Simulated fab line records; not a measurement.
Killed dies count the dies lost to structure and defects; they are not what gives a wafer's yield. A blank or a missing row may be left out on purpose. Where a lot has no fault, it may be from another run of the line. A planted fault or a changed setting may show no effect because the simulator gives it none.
Matching of chambers :: flow n5 finfet :: N5_GATE_CUT_CMP_61 on cmp-03 has 4 sister chambers
The step polishes, stops on SiNx, t overpolish 3 s. 18 wafers are shown with their chamber, then 9 later ones without.

WAFERS, EACH WITH ITS CHAMBER
wafer: L075.3
chamber: 3
motor current A (A): 11.5
edge zone pressure frac: 0.994

wafer: L075.5
chamber: 1
motor current A (A): 11.0
edge zone pressure frac: 1.000

wafer: L075.6
chamber: 2
motor current A (A): 10.9
edge zone pressure frac: 0.998

wafer: L079.2
chamber: 3
motor current A (A): 11.2
edge zone pressure frac: 0.993

wafer: L079.3
chamber: 1
motor current A (A): 11.0
edge zone pressure frac: 1.001

wafer: L079.4
chamber: 0
motor current A (A): 10.8
edge zone pressure frac: 0.998

wafer: L080.2
chamber: 2
motor current A (A): 11.1
edge zone pressure frac: 0.999

wafer: L080.4
chamber: 1
motor current A (A): 11.0
edge zone pressure frac: 1.001

wafer: L080.6
chamber: 1
motor current A (A): 10.9
edge zone pressure frac: 0.996

wafer: L084.2
chamber: 0
motor current A (A): 11.0
edge zone pressure frac: 1.001

wafer: L084.4
chamber: 2
motor current A (A): 10.8
edge zone pressure frac: 0.999

wafer: L084.6
chamber: 0
motor current A (A): 10.8
edge zone pressure frac: 0.999

wafer: L087.1
chamber: 2
motor current A (A): 10.9
edge zone pressure frac: 0.999

wafer: L087.5
chamber: 0
motor current A (A): 10.6
edge zone pressure frac: 1.005

wafer: L087.6
chamber: 3
motor current A (A): 12.1
edge zone pressure frac: 1.000

wafer: L088.1
chamber: 1
motor current A (A): 10.7
edge zone pressure frac: 1.004

wafer: L088.2
chamber: 0
motor current A (A): 10.5
edge zone pressure frac: 0.996

wafer: L088.3
chamber: 3
motor current A (A): 10.8
edge zone pressure frac: 1.001

SIGNATURES (means of the wafers above)
reading: motor current A
chamber 0: 10.740
chamber 1: 10.920
chamber 2: 10.925
chamber 3: 11.400
scatter within a chamber: 0.289

reading: edge zone pressure frac
chamber 0: 0.99980
chamber 1: 1.00040
chamber 2: 0.99875
chamber 3: 0.99700
scatter within a chamber: 0.00306
Rule: for each reading, subtract the chamber's mean from the wafer's reading, divide by that reading's scatter and square the result; add these up over the readings and take the root, which gives the wafer's distance from the chamber. If the next closest chamber is less than 2 further off than the closest, the wafer can't be placed; otherwise it belongs to the closest. How the scatter is found: for the shown wafers, subtract from each reading the mean of its chamber, square and add these, divide the total by (wafers less chambers), then take the root.

WAFERS MISSING THEIR CHAMBER
wafer: L089.2
motor current A (A): 10.5
edge zone pressure frac: 0.998

wafer: L089.4
motor current A (A): 10.5
edge zone pressure frac: 0.997

wafer: L089.5
motor current A (A): 11.3
edge zone pressure frac: 0.999

wafer: L094.1
motor current A (A): 10.5
edge zone pressure frac: 0.998

wafer: L094.5
motor current A (A): 11.4
edge zone pressure frac: 0.994

wafer: L094.6
motor current A (A): 10.9
edge zone pressure frac: 0.995

wafer: L095.1
motor current A (A): 10.5
edge zone pressure frac: 1.000

wafer: L095.3
motor current A (A): 10.7
edge zone pressure frac: 1.005

wafer: L095.4
motor current A (A): 12.3
edge zone pressure frac: 1.008

WHICH CHAMBER EACH WENT THROUGH
wafer: L089.2
from the rows above: can't be placed: 0 or 2 or 1
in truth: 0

wafer: L089.4
from the rows above: can't be placed: 0 or 2 or 1 or 3
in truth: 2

wafer: L089.5
from the rows above: can't be placed: 3 or 2 or 1 or 0
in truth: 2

wafer: L094.1
from the rows above: can't be placed: 0 or 2 or 1
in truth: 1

wafer: L094.5
from the rows above: can't be placed: 3 or 2 or 1 or 0
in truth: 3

wafer: L094.6
from the rows above: can't be placed: 2 or 0 or 1 or 3
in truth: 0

wafer: L095.1
from the rows above: can't be placed: 0 or 1 or 2
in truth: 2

wafer: L095.3
from the rows above: can't be placed: 1 or 0 or 2 or 3
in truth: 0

wafer: L095.4
from the rows above: can't be placed: 3 or 1 or 2 or 0
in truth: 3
Correctly placed: 0 of 9. From these rows, 9 cannot be placed; in 9 the true chamber is one of the candidates. Placed wrongly: 0.
